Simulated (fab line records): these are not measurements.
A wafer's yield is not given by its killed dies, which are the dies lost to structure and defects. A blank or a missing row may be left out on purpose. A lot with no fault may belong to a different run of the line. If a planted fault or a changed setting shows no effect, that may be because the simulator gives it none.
What tool caused it? + flow n5 finfet + 11 lots with 33 wafers sampled at 4 steps, on a route of 1938 steps

== WHAT EACH GAUGE READ, for each wafer ==
N5_BEOL_M15_CD_MEAS_17: target cd 360 nm.
| lot  | measured     | on        | cd nm (nm)        |
|------|--------------|-----------|-------------------|
| L828 | day 11 20:02 | cd sem-01 | 362.6 362.8 363.6 |
| L831 | day 12 08:13 | cd sem-03 | 360.9 359.4 369.4 |
| L835 | day 13 12:55 | cd sem-01 | 360.2 359.5 363.1 |
| L839 | day 14 16:15 | cd sem-01 | 364.1 367.9 361.4 |
| L840 | day 15 09:35 | cd sem-03 | 365.8 366.0 367.5 |
| L844 | day 16 16:10 | cd sem-01 | 361.1 363.5 361.5 |
| L846 | day 16 21:50 | cd sem-01 | 362.7 361.0 364.7 |
| L848 | day 16 23:32 | cd sem-02 | 364.8 363.2 363.6 |
| L849 | day 17 10:04 | cd sem-01 | 366.4 364.5 360.2 |
| L851 | day 18 03:26 | cd sem-03 | 361.9 360.0 360.9 |
| L850 | day 18 06:43 | cd sem-01 | 365.0 365.4 364.7 |

== WHAT TOOL EACH LOT RAN ON (gives the tool, then ch and the chambers of the sampled wafers, and finally the start) ==
| lot  | N5_BEOL_M14_DEGAS_41         | N5_BEOL_M14_SPUTTER_43       | N5_BEOL_M15_STRIP_63               |
|------|------------------------------|------------------------------|------------------------------------|
| L828 | pvd sputter-03, day 11 17:18 | pvd sputter-03, day 11 17:23 | rie diel-04 ch 0,1,2, day 11 19:00 |
| L831 | pvd sputter-02, day 12 01:02 | pvd sputter-02, day 12 01:07 | rie diel-06 ch 0,1,2, day 12 08:00 |
| L835 | pvd sputter-02, day 13 10:11 | pvd sputter-02, day 13 10:16 | rie diel-02 ch 0,1,2, day 13 12:00 |
| L839 | pvd sputter-03, day 14 13:45 | pvd sputter-03, day 14 13:50 | rie diel-06 ch 1,2,3, day 14 16:00 |
| L840 | pvd sputter-03, day 15 07:00 | pvd sputter-03, day 15 07:05 | rie diel-06 ch 2,3, day 15 09:00   |
| L844 | pvd sputter-03, day 16 13:25 | pvd sputter-03, day 16 13:30 | rie diel-04 ch 0,3, day 16 16:00   |
| L846 | pvd sputter-02, day 16 18:58 | pvd sputter-02, day 16 19:03 | rie diel-02 ch 1,2, day 16 21:00   |
| L848 | pvd sputter-03, day 16 20:46 | pvd sputter-03, day 16 20:52 | rie diel-02 ch 0,2, day 16 23:00   |
| L849 | pvd sputter-02, day 17 07:10 | pvd sputter-02, day 17 07:14 | rie diel-04 ch 0,3, day 17 09:00   |
| L851 | pvd sputter-01, day 18 00:55 | pvd sputter-01, day 18 01:00 | rie diel-02 ch 1,3, day 18 03:00   |
| L850 | pvd sputter-01, day 18 04:14 | pvd sputter-01, day 18 04:19 | rie diel-06 ch 0,1,2, day 18 06:00 |
- N5_BEOL_M14_DEGAS_41: time 60 s.
- N5_BEOL_M14_SPUTTER_43: material TaN, target thk 15 nm, time 24.19 s.
- N5_BEOL_M15_STRIP_63: strips in O2.

== THE ANSWER, worked out from the rows above alone ==
Rule: usual is defined by the lots themselves. The widest of any qualifying gaps counts: lots, ordered by their means at a reading, are off when they make up no more than a third of the lots, leave a main group of 4 or more, and stand apart from it by 3 or more times the standard deviation of that group's means. A main group is skipped when, at the precision printed for the reading in the tables above, its means are all equal. A lot without any number at a reading at which 4 lots or more have one is off too. All remaining lots with rows at the step are treated as sound.
No lot is off at any reading shown: from this, nothing can be told.

== WHAT HAD BEEN PUT IN BY THE SIMULATOR ==
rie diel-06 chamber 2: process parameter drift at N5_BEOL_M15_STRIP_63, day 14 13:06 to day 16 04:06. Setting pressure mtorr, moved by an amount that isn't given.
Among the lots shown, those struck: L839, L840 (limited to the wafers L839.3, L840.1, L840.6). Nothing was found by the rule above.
